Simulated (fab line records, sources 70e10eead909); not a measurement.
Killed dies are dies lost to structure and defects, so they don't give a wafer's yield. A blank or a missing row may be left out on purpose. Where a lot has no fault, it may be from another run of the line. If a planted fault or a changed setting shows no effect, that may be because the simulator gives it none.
Matching of chambers ; flow nand_harc ; pecvd-04 running NHARC_A_STAIRCASE_DEP_471: 3 sister chambers
The step deposits SiO2, target thk 100 nm. 6 wafers are shown with their chamber, then 12 later ones without.

== WAFERS PAIRED WITH THEIR CHAMBERS ==
wafer;chamber;throttle_valve_pct (%);heater_power_w (W)
L091.4;2;16.5;552
L091.5;0;14.7;628
L091.6;1;14.9;389
L092.1;1;14.9;456
L092.3;2;16.5;666
L092.4;0;15.1;531

== WAFERS MISSING THEIR CHAMBER ==
wafer;throttle_valve_pct (%);heater_power_w (W)
L093.1;15.0;490
L093.3;16.5;542
L093.4;14.8;483
L094.1;16.5;677
L094.3;14.8;587
L094.6;15.0;584
L095.3;15.2;378
L095.5;14.7;398
L095.6;15.1;614
L097.1;16.7;685
L097.3;14.8;586
L097.4;14.9;386

== CHAMBER TAKEN BY EACH ==
wafer;from the rows above;in truth
L093.1;can't be placed: 1 or 0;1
L093.3;2;2
L093.4;can't be placed: 1 or 0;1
L094.1;2;2
L094.3;can't be placed: 0 or 1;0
L094.6;can't be placed: 0 or 1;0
L095.3;can't be placed: 1 or 0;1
L095.5;can't be placed: 1 or 0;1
L095.6;can't be placed: 0 or 1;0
L097.1;2;2
L097.3;can't be placed: 0 or 1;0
L097.4;1;1
Placed correctly: 4 of 12. These rows do not allow placing 8 (true chamber among the candidates in 8). 0 placed wrongly.
How it was worked out, from the rows above alone: a wafer's distance from a chamber is the root of the sum, over the readings, of the square of ((its reading less the chamber's mean) divided by the reading's scatter). If the next closest chamber is less than 2 further off than the closest, the wafer can't be placed; otherwise it belongs to the closest. For every chamber, the mean is computed from those of its wafers that are shown. How the scatter is found: for the shown wafers, subtract from each reading the mean of its chamber, square and add these, divide the total by (wafers less chambers), then take the root.
